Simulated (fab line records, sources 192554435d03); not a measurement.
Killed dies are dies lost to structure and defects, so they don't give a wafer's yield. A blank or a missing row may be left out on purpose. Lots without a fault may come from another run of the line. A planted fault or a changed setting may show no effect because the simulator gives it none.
fab line records | flow n5_finfet
record lots=24 wafers=72 last_day=17
route steps=1938 shown BEOL_M10@1470 BEOL_M11@1536
lots that met no fault: from a run of the same line without faults
start_h: hours from the record's first day to the start of the lot's first wafer shown | wait_h: hours since the lot's step before | " the same as in the row above | L1.1+2: a row that stands for several wafers | - no value, or no start given | * or withheld: withheld | < > ~ a bound
route shown NAME@n: a module of which the file shows steps, and the number in the route of the first | usual: mean/standard deviation of fault-free wafers | same: alike in all rows | chamber/n: place in a boat | sites: the reading at each site | _std_site: their standard deviation | _edge_site: outer sites' mean less inner sites' | radius_mm: how far each site lies from the wafer's centre | mask NAME#n: copy n | behind: the tool/chamber that last shaped the wafer | hold: why the lot was held/for how many hours/how that ended | device: the transistor (n, p or np) that didn't switch | end of line: the same wafers' tests at the end of the route | a step without rows: its recipe alone | killed: dies lost to structure and defects at the first sort, not the wafer's yield | map: a wafer's dies, x killed, . not, _ none there
set.NAME: the setting as run; set.NAME@STEP: as run at that earlier step | model.NAME: the simulator's own value behind a step, which no gauge read
steps of the route over a sample of lots; a table a step, a row a wafer
services: from which hour (start_h, from the record's first day; less than 0 if before it) a tool's chamber was out of use, for how many hours, and why
## steps
# step N5_BEOL_M10_ILD_DEP_00
# recipe material=SiCOH_lowk target_thk_a=3085.1 temp_c=300 precursor=DEMS/porogen pressure_torr=5 rf_w=500 time_s=58
# usual heater_power_w=298/57 showerhead_plenum_p_Torr=5.743/0.011 susceptor_temp_C=299.98/0.21 throttle_valve_pct=14.1/0.73
# columns lot.wafer tool chamber start_h wait_h heater_power_w showerhead_plenum_p_Torr susceptor_temp_C throttle_valve_pct
L076.1 pecvd-04 2 214.12 0.0 238 5.740 300.18 13.3
L076.3 " 1 " " 277 5.733 299.76 14.6
L076.5 " 0 " " 278 5.765 300.21 15.1
L074.2 pecvd-04 1 224.05 0.0 314 5.738 300.06 14.8
L074.3 " 0 " " 282 5.750 299.98 15.1
L074.5 " 0 " " 275 5.756 299.83 15.3
L075.1 pecvd-03 0 226.02 0.0 283 5.747 299.94 13.6
L075.3 " 1 " " 201 5.733 299.92 14.1
L075.5 " 0 " " 241 5.737 299.94 13.6
L077.1 pecvd-03 0 243.41 0.0 269 5.743 300.30 13.5
L077.3 " 1 " " 194 5.727 299.93 14.2
L077.6 " 1 " " 205 5.739 300.06 14.2
L078.1 pecvd-03 0 245.82 0.0 245 5.734 299.92 13.5
L078.3 " 2 " " 339 5.736 299.83 13.2
L078.6 " 0 " " 242 5.721 299.73 13.4
L081.2 pecvd-03 2 249.04 0.0 349 5.730 299.95 13.5
L081.3 " 0 " " 280 5.733 300.32 13.4
L081.5 " 2 " " 357 5.737 300.31 13.2
L079.1 pecvd-03 2 251.67 0.0 363 5.735 300.02 13.0
L079.3 " 1 " " 190 5.743 299.94 14.0
L079.6 " 2 " " 299 5.728 300.06 13.0
L080.1 pecvd-01 0 253.06 0.0 384 5.750 299.64 15.1
L080.3 " 2 " " 305 5.741 299.91 13.4
L080.5 " 2 " " 316 5.752 299.84 13.4
L082.1 pecvd-01 1 269.19 0.0 364 5.740 299.94 14.1
L082.2 " 0 " " 370 5.738 299.83 14.6
L082.3 " 2 " " 254 5.752 299.76 13.3
L084.2 pecvd-03 2 276.87 0.0 358 5.728 299.85 13.4
L084.3 " 0 " " 269 5.729 300.00 13.5
L084.5 " 0 " " 275 5.756 300.05 13.3
L083.2 pecvd-04 1 277.93 0.0 255 5.746 299.63 14.6
L083.4 " 0 " " 277 5.754 299.81 15.2
L083.5 " 1 " " 273 5.727 299.87 15.0
L085.3 pecvd-04 0 281.16 0.1 271 5.755 299.61 14.9
L085.4 " 1 " " 252 5.724 300.38 14.8
L085.6 " 1 " " 267 5.750 299.90 14.7
L086.1 pecvd-01 1 283.87 0.0 396 5.747 300.11 14.3
L086.3 " 0 " " 372 5.761 299.99 14.9
L086.4 " 0 " " 393 5.757 300.02 14.7
L087.1 pecvd-01 0 291.44 0.0 390 5.748 299.91 14.8
L087.3 " 2 " " 282 5.745 300.15 13.1
L087.6 " 2 " " 286 5.750 299.77 13.4
L089.4 pecvd-01 1 296.69 0.1 343 5.744 299.54 14.2
L089.5 " 1 " " 351 5.742 299.53 14.0
L089.6 " 2 " " 290 5.771 300.08 13.4
L088.1 pecvd-03 1 299.27 0.0 220 5.736 299.92 14.1
L088.3 " 2 " " 368 5.734 300.15 13.2
L088.5 " 2 " " 365 5.728 300.55 13.6
L090.1 pecvd-04 0 300.48 0.0 226 5.750 300.09 15.1
L090.2 " 1 " " 290 5.741 300.28 14.7
L090.5 " 0 " " 252 5.761 300.16 15.0
L091.2 pecvd-04 2 309.64 0.0 259 5.720 299.94 12.5
L091.3 " 0 " " 281 5.748 299.99 15.0
L091.4 " 1 " " 299 5.742 300.29 14.8
L093.2 pecvd-01 2 330.99 0.0 322 5.741 300.13 13.5
L093.4 " 1 " " 404 5.738 299.94 14.5
L093.5 " 2 " " 319 5.740 299.90 13.4
L092.2 pecvd-01 2 333.01 0.0 278 5.753 300.04 13.6
L092.5 " 1 " " 377 5.739 299.84 14.2
L092.6 " 0 " " 334 5.749 300.32 14.8
L094.1 pecvd-04 0 339.47 0.0 256 5.753 300.09 14.9
L094.4 " 2 " " 270 5.735 300.14 12.7
L094.6 " 1 " " 305 5.723 299.93 14.6
L095.1 pecvd-01 0 340.77 0.0 370 5.735 300.49 15.0
L095.3 " 1 " " 343 5.743 299.86 14.0
L095.4 " 2 " " 310 5.745 300.01 13.5
L096.1 pecvd-01 0 344.95 0.0 367 5.747 299.80 14.9
L096.3 " 1 " " 364 5.736 300.13 14.4
L096.4 " 0 " " 383 5.746 299.74 15.1
L097.2 pecvd-04 0 345.72 0.0 246 5.772 300.34 14.9
L097.5 " 0 " " 254 5.745 300.43 15.0
L097.6 " 1 " " 276 5.750 300.27 14.8
# step N5_BEOL_M10_DESCUM_33
# recipe chemistry=O2 time_s=7.9 source_power_w=50 bias_power_w=20 pressure_mtorr=20 rf_frequency_hz=2.712e+07 temp_c=40 resist=CAR-ArF o2_flow_sccm=225
# usual drypump_motor_current_A=5.6/0.58 o2_flow_sccm=224.9/0.7 oes_product_au=0.81/0.087 rf_vpp_V=243.6/1.4 showerhead_plenum_p_Torr=2.12/0.076 throttle_valve_pct=20.43/0.18
# columns lot.wafer tool chamber start_h wait_h drypump_motor_current_A o2_flow_sccm oes_product_au rf_hours_counter_h rf_vpp_V showerhead_plenum_p_Torr throttle_valve_pct
L076.1 rie_diel-04 2 220.59 0.5 5.7 224.9 0.95 15 242.5 2.03 20.22
L076.3 " 0 " " 6.7 224.8 0.73 199 244.6 2.14 20.31
L076.5 " 0 " " 6.7 225.2 0.72 - 244.6 2.14 20.28
L074.2 rie_diel-06 2 229.71 0.1 5.1 224.8 0.78 108 245.1 2.22 20.30
L074.3 " 1 " " 4.8 226.2 0.69 226 240.9 2.04 20.42
L074.5 " 2 " " 5.1 225.3 0.78 - 245.0 2.22 20.30
L075.1 rie_diel-05 0 229.86 0.0 4.8 224.5 0.96 6 244.2 2.25 20.51
L075.3 " 1 " " 5.3 225.2 0.91 16 245.4 2.21 20.41
L075.5 " 1 " " 5.3 225.7 0.92 - 245.6 2.21 20.41
L077.1 rie_diel-06 0 246.86 0.3 6.2 224.8 0.96 5 241.3 2.04 20.35
L077.3 " 3 " " 5.8 224.7 0.79 122 241.9 2.10 20.47
L077.6 " 0 " " 6.2 226.4 0.96 - 241.4 2.04 20.35
L078.1 rie_diel-04 3 249.88 0.0 6.2 224.7 0.74 151 242.8 2.00 20.69
L078.3 " 2 " " 5.7 223.7 0.91 27 242.8 2.03 20.26
L078.6 " 0 " " 6.7 224.9 0.71 - 243.9 2.14 20.30
L081.2 rie_diel-06 3 251.63 0.0 5.9 225.8 0.79 124 244.1 2.10 20.46
L081.3 " 1 " " 4.8 224.8 0.69 235 243.0 2.03 20.43
L081.5 " 3 " " 5.9 226.0 0.78 - 244.7 2.10 20.46
L079.1 rie_diel-06 1 255.28 0.1 4.8 226.5 0.68 236 243.9 2.03 20.44
L079.3 " 3 " " 5.9 225.8 0.79 125 242.2 2.10 20.46
L079.6 " 2 " " 5.1 224.3 0.76 - 244.0 2.22 20.31
L080.1 rie_diel-04 1 258.36 0.0 5.9 224.0 0.95 7 244.4 2.16 20.78
L080.3 " 0 " " 6.7 225.2 0.71 213 243.9 2.14 20.30
L080.5 " 3 " " 6.2 224.9 0.74 - 241.7 2.00 20.71
L082.1 rie_diel-04 1 274.25 0.1 5.9 224.8 0.94 11 245.6 2.16 20.80
L082.2 " 3 " " 6.2 224.6 0.74 159 241.5 2.00 20.70
L082.3 " 0 " " 6.7 225.7 0.71 218 243.7 2.14 20.31
L084.2 rie_diel-06 1 281.10 0.1 4.8 223.2 0.68 244 240.8 2.03 20.45
L084.3 " 3 " " 5.9 224.5 0.78 134 243.5 2.10 20.47
L084.5 " 2 " " 5.1 224.2 0.76 - 245.5 2.21 20.32
L083.2 rie_diel-05 0 282.03 0.0 4.8 225.2 0.92 29 244.1 2.24 20.55
L083.4 " 0 " " 4.8 225.5 0.91 - 244.7 2.24 20.53
L083.5 " 2 " " 5.3 224.7 0.83 - 243.4 2.12 20.18
L085.3 rie_diel-04 0 283.41 0.0 6.7 224.8 0.70 221 245.4 2.13 20.32
L085.4 " 3 " " 6.2 224.9 0.74 162 242.0 2.00 20.71
L085.6 " 1 " " 5.8 224.2 0.92 - 242.7 2.16 20.80
L086.1 rie_diel-06 2 286.82 0.2 5.1 225.6 0.77 128 243.6 2.21 20.32
L086.3 " 1 " " 4.8 225.0 0.68 246 244.3 2.03 20.44
L086.4 " 0 " " 6.2 223.9 0.92 19 243.2 2.03 20.38
L087.1 rie_diel-05 0 297.68 0.1 4.8 225.4 0.90 36 244.4 2.24 20.54
L087.3 " 1 " " 5.3 224.6 0.86 46 245.1 2.20 20.45
L087.6 " 0 " " 4.8 225.8 0.90 - 245.7 2.24 20.55
L089.4 rie_diel-06 1 300.41 0.0 4.8 223.0 0.67 250 245.1 2.03 20.47
L089.5 " 1 " " 4.8 224.5 0.67 - 242.4 2.03 20.45
L089.6 " 0 " " 6.2 225.8 0.91 - 242.1 2.03 20.40
L088.1 rie_diel-04 2 303.94 0.6 5.7 224.8 0.89 46 243.7 2.02 20.28
L088.3 " 3 " " 6.2 224.5 0.73 169 242.5 1.99 20.71
L088.5 " 2 " " 5.6 225.5 0.89 - 240.9 2.02 20.28
L090.1 rie_diel-06 0 305.73 0.0 6.2 225.4 0.91 25 242.9 2.03 20.41
L090.2 " 2 " " 5.1 225.6 0.75 135 246.2 2.21 20.33
L090.5 " 0 " " 6.2 225.2 0.91 - 243.3 2.03 20.40
L091.2 rie_diel-05 2 314.52 1.0 5.3 225.0 0.80 106 245.0 2.11 20.19
L091.3 " 1 " " 5.3 225.4 0.85 - 244.5 2.20 20.46
L091.4 " 2 " " 5.3 223.7 0.81 - 244.4 2.11 20.22
L093.2 rie_diel-05 1 333.62 0.1 5.3 225.3 0.83 65 246.0 2.19 20.48
L093.4 " 1 " " 5.3 224.8 0.84 - 244.7 2.19 20.47
L093.5 " 2 " " 5.3 223.6 0.79 - 243.9 2.11 20.22
L092.2 rie_diel-04 1 336.15 0.0 5.8 224.9 0.88 37 243.2 2.15 20.84
L092.5 " 0 " " 6.7 224.9 0.68 - 244.5 2.13 20.33
L092.6 " 1 " " 5.9 225.1 0.88 - 245.5 2.15 20.82
L095.1 rie_diel-06 3 344.53 0.0 5.9 225.7 0.75 163 242.1 2.09 20.53
L095.3 " 2 " " 5.1 224.7 0.75 155 244.1 2.20 20.37
L095.4 " 2 " " 5.1 224.9 0.74 - 243.1 2.20 20.37
L094.1 rie_diel-04 0 344.70 0.0 6.7 225.3 0.69 244 245.4 2.13 20.36
L094.4 " 3 " " 6.2 224.8 0.72 185 240.9 1.99 20.75
L094.6 " 1 " " 5.9 225.7 0.87 - 243.1 2.15 20.83
L096.1 rie_diel-06 1 349.26 0.6 4.8 224.4 0.93 14 243.8 2.02 20.15
L096.3 " 3 " " 5.9 225.0 0.74 166 242.9 2.09 20.53
L096.4 " 1 " " 4.8 224.6 0.92 - 241.1 2.02 20.16
L097.2 rie_diel-05 1 349.48 0.6 5.3 225.5 0.84 72 246.2 2.19 20.48
L097.5 " 1 " " 5.3 225.4 0.83 - 246.1 2.19 20.49
L097.6 " 2 " " 5.3 225.4 0.78 - 242.9 2.10 20.24
# step N5_BEOL_M10_OCD_MEAS_38
# usual trench_depth_nm=150.2/2.7
# columns lot.wafer tool chamber start_h wait_h trench_depth_nm
L076.1 ocd-01 - 221.09 - 149.2
L076.3 " - " " 151.5
L076.5 " - " " 150.8
L074.2 ocd-02 - 230.20 - 148.3
L074.3 " - " " 148.7
L074.5 " - " " 148.8
L075.1 ocd-02 - 230.35 - 158.5
L075.3 " - " " 151.3
L075.5 " - " " 152.7
L077.1 ocd-02 - 247.35 - 152.7
L077.3 " - " " 149.0
L077.6 " - " " 151.2
L078.1 ocd-02 - 250.37 - 150.0
L078.3 " - " " 150.8
L078.6 " - " " 149.5
L081.2 ocd-02 - 252.14 - 150.7
L081.3 " - " " 146.3
L081.5 " - " " 150.6
L079.1 ocd-02 - 255.78 - 144.2
L079.3 " - " " 150.3
L079.6 " - " " 147.3
L080.1 ocd-02 - 258.85 - 153.5
L080.3 " - " " 149.4
L080.5 " - " " 150.0
L082.1 ocd-02 - 274.75 - 151.7
L082.2 " - " " 148.3
L082.3 " - " " 149.1
L084.2 ocd-02 - 281.60 - 145.8
L084.3 " - " " 148.2
L084.5 " - " " 147.4
L083.2 ocd-02 - 282.53 - 156.6
L083.4 " - " " 155.7
L083.5 " - " " 150.5
L085.3 ocd-02 - 283.91 - 147.9
L085.4 " - " " 146.3
L085.6 " - " " 152.1
L086.1 ocd-01 - 287.32 - 148.3
L086.3 " - " " 147.2
L086.4 " - " " 151.7
L087.1 ocd-01 - 298.17 - 155.7
L087.3 " - " " 153.3
L087.6 " - " " 156.7
L089.4 ocd-01 - 300.91 - 145.0
L089.5 " - " " 145.1
L089.6 " - " " 149.8
L088.1 ocd-01 - 304.43 - 149.4
L088.3 " - " " 148.2
L088.5 " - " " 149.3
L090.1 ocd-01 - 306.41 - 149.3
L090.2 " - " " 151.3
L090.5 " - " " 149.1
L091.2 ocd-01 - 315.25 - 147.8
L091.3 " - " " 151.8
L091.4 " - " " 150.1
L093.2 ocd-02 - 334.12 - 153.5
L093.4 " - " " 153.5
L093.5 " - " " 150.8
L092.2 ocd-02 - 336.65 - 152.1
L092.5 " - " " 147.3
L092.6 " - " " 153.0
L095.1 ocd-01 - 345.02 - 148.8
L095.3 " - " " 149.5
L095.4 " - " " 148.9
L094.1 ocd-01 - 345.19 - 146.3
L094.4 " - " " 145.7
L094.6 " - " " 149.8
L096.1 ocd-02 - 349.76 - 149.0
L096.3 " - " " 148.9
L096.4 " - " " 148.6
L097.2 ocd-01 - 350.21 - 154.1
L097.5 " - " " 152.7
L097.6 " - " " 149.9
# step N5_BEOL_M10_CD_MEAS_35
# recipe target_cd_nm=70 polarity=opening
# usual cd_nm=69.5/0.88
# columns lot.wafer tool chamber start_h wait_h cd_nm
L076.1 cd_sem-02 - 221.24 0.0 70.5
L076.3 " - " " 69.8
L076.5 " - " " 69.3
L074.2 cd_sem-02 - 230.36 0.0 68.4
L074.3 " - " " 68.5
L074.5 " - " " 68.6
L075.1 cd_sem-03 - 230.51 0.0 70.0
L075.3 " - " " 70.3
L075.5 " - " " 68.2
L077.1 cd_sem-03 - 247.50 0.0 69.3
L077.3 " - " " 69.8
L077.6 " - " " 70.4
L078.1 cd_sem-02 - 250.53 0.0 70.2
L078.3 " - " " 69.9
L078.6 " - " " 70.6
L081.2 cd_sem-01 - 252.29 0.0 70.3
L081.3 " - " " 69.9
L081.5 " - " " 69.3
L079.1 cd_sem-01 - 255.93 0.0 68.6
L079.3 " - " " 69.3
L079.6 " - " " 68.8
L080.1 cd_sem-03 - 259.00 0.0 68.7
L080.3 " - " " 68.8
L080.5 " - " " 68.3
L082.1 cd_sem-02 - 274.90 0.0 70.4
L082.2 " - " " 69.6
L082.3 " - " " 71.1
L084.2 cd_sem-03 - 281.75 0.0 69.4
L084.3 " - " " 69.2
L084.5 " - " " 70.0
L083.2 cd_sem-03 - 282.69 0.0 69.9
L083.4 " - " " 68.5
L083.5 " - " " 68.2
L085.3 cd_sem-01 - 284.07 0.0 68.3
L085.4 " - " " 70.0
L085.6 " - " " 69.3
L086.1 cd_sem-03 - 287.47 0.0 70.1
L086.3 " - " " 70.1
L086.4 " - " " 70.4
L087.1 cd_sem-03 - 298.33 0.0 70.6
L087.3 " - " " 70.2
L087.6 " - " " 71.6
L089.4 cd_sem-02 - 301.06 0.0 68.0
L089.5 " - " " 67.8
L089.6 " - " " 67.8
L088.1 cd_sem-02 - 304.58 0.0 68.2
L088.3 " - " " 69.5
L088.5 " - " " 68.1
L090.1 cd_sem-03 - 306.56 0.0 69.9
L090.2 " - " " 71.1
L090.5 " - " " 70.2
L091.2 cd_sem-03 - 315.40 0.0 70.0
L091.3 " - " " 69.3
L091.4 " - " " 69.5
L093.2 cd_sem-02 - 334.27 0.0 70.3
L093.4 " - " " 69.5
L093.5 " - " " 70.7
L092.2 cd_sem-02 - 336.80 0.0 69.2
L092.5 " - " " 68.6
L092.6 " - " " 69.3
L095.1 cd_sem-02 - 345.26 0.0 69.2
L095.3 " - " " 69.4
L095.4 " - " " 69.0
L094.1 cd_sem-03 - 345.34 0.0 69.1
L094.4 " - " " 69.8
L094.6 " - " " 69.7
L096.1 cd_sem-01 - 349.91 0.0 68.7
L096.3 " - " " 70.5
L096.4 " - " " 68.3
L097.2 cd_sem-02 - 350.36 0.0 69.7
L097.5 " - " " 69.7
L097.6 " - " " 67.9
# step N5_BEOL_M10_RS_MEAS_57
# recipe thk_meas_gauge=four-point-probe reads=Cu_of_BEOL_M10_ECD_50+Co_of_BEOL_M10_CVD_75+TaN_of_BEOL_M10_ALD_74
# usual M10_RS=0.149/0.0033
# columns lot.wafer tool chamber start_h wait_h M10_RS[ohm/sq]
L076.1 film_metro-01 - 225.22 0.1 0.152
L076.3 " - " " 0.149
L076.5 " - " " 0.149
L074.2 film_metro-01 - 233.04 0.1 0.152
L074.3 " - " " 0.152
L074.5 " - " " 0.154
L075.1 film_metro-01 - 233.15 0.1 0.140
L075.3 " - " " 0.148
L075.5 " - " " 0.145
L077.1 film_metro-01 - 250.47 0.1 0.147
L077.3 " - " " 0.149
L077.6 " - " " 0.149
L078.1 film_metro-02 - 253.27 0.1 0.151
L078.3 " - " " 0.149
L078.6 " - " " 0.151
L081.2 film_metro-02 - 254.56 0.1 0.148
L081.3 " - " " 0.156
L081.5 " - " " 0.150
L079.1 film_metro-01 - 258.97 0.1 0.155
L079.3 " - " " 0.148
L079.6 " - " " 0.152
L080.1 film_metro-01 - 261.36 0.1 0.145
L080.3 " - " " 0.150
L080.5 " - " " 0.149
L082.1 film_metro-02 - 277.17 0.1 0.146
L082.2 " - " " 0.154
L082.3 " - " " 0.147
L084.2 film_metro-02 - 284.60 0.1 0.155
L084.3 " - " " 0.151
L084.5 " - " " 0.150
L083.2 film_metro-01 - 285.67 0.1 0.142
L083.4 " - " " 0.142
L083.5 " - " " 0.149
L085.3 film_metro-01 - 287.93 0.1 0.153
L085.4 " - " " 0.152
L085.6 " - " " 0.148
L086.1 film_metro-01 - 290.31 0.1 0.151
L086.3 " - " " 0.152
L086.4 " - " " 0.146
L087.1 film_metro-02 - 300.37 0.1 0.143
L087.3 " - " " 0.148
L087.6 " - " " 0.142
L089.4 film_metro-02 - 303.93 0.1 0.153
L089.5 " - " " 0.154
L089.6 " - " " 0.150
L088.1 film_metro-01 - 307.76 0.1 0.151
L088.3 " - " " 0.152
L088.5 " - " " 0.149
L090.1 film_metro-02 - 309.35 0.1 0.150
L090.2 " - " " 0.148
L090.5 " - " " 0.149
L091.2 film_metro-02 - 318.62 0.1 0.152
L091.3 " - " " 0.148
L091.4 " - " " 0.149
L093.2 film_metro-02 - 338.31 0.1 0.146
L093.4 " - " " 0.144
L093.5 " - " " 0.148
L092.2 film_metro-01 - 339.50 0.1 0.145
L092.5 " - " " 0.150
L092.6 " - " " 0.145
L095.1 film_metro-01 - 347.78 0.1 0.150
L095.3 " - " " 0.148
L095.4 " - " " 0.147
L094.1 film_metro-02 - 348.24 0.1 0.154
L094.4 " - " " 0.156
L094.6 " - " " 0.149
L096.1 film_metro-01 - 352.99 0.1 0.150
L096.3 " - " " 0.152
L096.4 " - " " 0.151
L097.2 film_metro-01 - 353.64 0.1 0.143
L097.5 " - " " 0.146
L097.6 " - " " 0.147
# step N5_BEOL_M11_ILD_DEP_00
# recipe material=SiCOH_lowk target_thk_a=3085.1 temp_c=300 precursor=DEMS/porogen pressure_torr=5 rf_w=500 time_s=58
# usual heater_power_w=315/49 showerhead_plenum_p_Torr=5.746/0.016 susceptor_temp_C=300.01/0.17 throttle_valve_pct=14.2/0.67
# columns lot.wafer tool chamber start_h wait_h heater_power_w showerhead_plenum_p_Torr susceptor_temp_C throttle_valve_pct
L076.1 pecvd-01 1 225.28 0.0 432 5.734 300.33 14.4
L076.3 " 0 " " 391 5.745 300.30 14.6
L076.5 " 0 " " 305 5.773 300.36 14.8
L074.2 pecvd-02 0 233.10 0.0 273 5.726 299.88 14.2
L074.3 " 1 " " 332 5.760 299.97 14.6
L074.5 " 0 " " 277 5.727 300.15 14.1
L075.1 pecvd-01 2 233.22 0.0 291 5.756 300.13 13.3
L075.3 " 0 " " 347 5.742 299.87 14.7
L075.5 " 1 " " 389 5.750 300.38 14.2
L077.1 pecvd-01 1 250.53 0.0 413 5.749 300.06 14.4
L077.3 " 2 " " 295 5.762 299.78 13.5
L077.6 " 0 " " 382 5.761 300.08 14.6
L078.1 pecvd-01 1 253.33 0.0 391 5.745 300.21 14.4
L078.3 " 0 " " 346 5.750 300.07 14.5
L078.6 " 2 " " 259 5.752 300.27 13.7
L081.2 pecvd-01 2 254.62 0.0 297 5.769 300.35 13.0
L081.3 " 0 " " 321 5.756 299.89 14.6
L081.5 " 2 " " 298 5.730 300.18 13.1
L079.1 pecvd-02 0 259.03 0.0 245 5.720 300.07 14.6
L079.3 " 2 " " 287 5.716 300.09 13.7
L079.6 " 1 " " 275 5.767 300.14 14.5
L080.1 pecvd-04 0 261.43 0.0 277 5.758 300.10 14.8
L080.3 " 2 " " 241 5.738 300.01 13.2
L080.5 " 2 " " 253 5.736 300.26 13.3
L082.1 pecvd-01 2 277.23 0.0 285 5.735 299.61 13.1
L082.2 " 0 " " 331 5.756 300.16 15.0
L082.3 " 1 " " 399 5.741 299.91 14.0
L084.2 pecvd-02 2 284.67 0.0 324 5.730 299.73 13.7
L084.3 " 1 " " 331 5.771 300.00 14.7
L084.5 " 0 " " 283 5.733 299.95 14.6
L083.2 pecvd-02 1 285.73 0.0 331 5.770 299.82 14.4
L083.4 " 1 " " 342 5.786 299.73 14.5
L083.5 " 2 " " 301 5.706 299.88 13.9
L085.3 pecvd-04 1 288.02 0.1 300 5.743 300.27 14.9
L085.4 " 0 " " 249 5.731 300.10 14.9
L085.6 " 0 " " 266 5.746 299.93 15.1
L086.1 pecvd-01 1 290.37 0.0 416 5.727 300.15 14.2
L086.3 " 0 " " 363 5.755 300.03 15.0
L086.4 " 2 " " 249 5.743 300.15 13.4
L087.1 pecvd-01 2 300.43 0.0 284 5.740 300.08 13.5
L087.3 " 1 " " 394 5.730 299.82 14.3
L087.6 " 0 " " 374 5.755 300.14 14.8
L089.4 pecvd-04 1 304.02 0.1 269 5.752 300.00 14.5
L089.5 " 1 " " 284 5.736 299.99 14.5
L089.6 " 0 " " 248 5.758 299.95 15.1
L088.1 pecvd-04 2 307.82 0.0 319 5.744 300.02 12.3
L088.3 " 0 " " 268 5.748 300.10 14.7
L088.5 " 1 " " 278 5.742 300.27 14.6
L090.1 pecvd-02 1 309.42 0.0 320 5.784 299.84 14.6
L090.2 " 0 " " 275 5.736 299.67 14.4
L090.5 " 1 " " 327 5.771 299.92 14.4
L091.2 pecvd-02 2 318.68 0.0 291 5.716 300.19 13.7
L091.3 " 0 " " 252 5.726 299.94 14.3
L091.4 " 2 " " 296 5.722 300.12 14.1
L093.2 pecvd-04 0 338.37 0.0 244 5.745 299.81 15.0
L093.4 " 2 " " 305 5.741 300.06 12.4
L093.5 " 0 " " 246 5.752 299.85 15.0
L092.2 pecvd-01 0 339.56 0.0 344 5.759 299.98 14.9
L092.5 " 1 " " 402 5.742 300.01 14.2
L092.6 " 0 " " 346 5.755 299.87 15.2
L095.1 pecvd-04 0 347.84 0.0 248 5.755 299.79 15.2
L095.3 " 1 " " 271 5.729 300.13 14.8
L095.4 " 1 " " 284 5.747 300.01 14.5
L094.1 pecvd-01 1 348.30 0.0 353 5.744 300.00 13.9
L094.4 " 0 " " 371 5.735 300.08 14.8
L094.6 " 2 " " 292 5.748 299.99 13.5
L096.1 pecvd-01 0 353.06 0.0 389 5.746 300.04 14.9
L096.3 " 0 " " 302 5.764 300.03 14.6
L096.4 " 2 " " 315 5.743 300.00 13.3
L097.2 pecvd-01 2 353.70 0.0 311 5.750 300.09 13.8
L097.5 " 0 " " 375 5.748 300.16 14.6
L097.6 " 2 " " 317 5.762 299.97 13.4
## services
# columns tool chamber start_h hours kind
rie_diel-06 0 197.25 - clean
rie_diel-06 0 197.25 - consumable_replace:focus_ring
rie_diel-06 0 197.25 35.3 scheduled_down
rie_diel-06 0 197.25 35.3 vent_cycle
pecvd-02 1 205.67 4.9 repair
rie_diel-04 1 214.39 - clean
rie_diel-04 1 214.39 - consumable_replace:focus_ring
rie_diel-04 1 235.62 8.8 repair
rie_diel-05 3 239.05 115.1 repair
pecvd-01 2 261.82 2.1 scheduled_down
pecvd-04 2 272.32 2.5 repair
pecvd-03 1 275.80 7.2 repair
pecvd-01 0 294.15 5.0 scheduled_down
pecvd-01 2 298.12 1.9 repair
rie_diel-06 1 300.87 - clean
rie_diel-06 1 300.87 - consumable_replace:focus_ring
rie_diel-06 1 300.87 19.6 scheduled_down
rie_diel-06 1 300.87 19.6 vent_cycle
pecvd-01 - 301.37 14.6 pm
pecvd-03 - 308.30 0.8 pm
pecvd-02 - 317.36 0.8 repair
rie_diel-06 0 336.10 14.8 repair
rie_diel-05 0 345.00 5.6 repair
pecvd-01 1 348.44 6.4 repair
## key
fault none
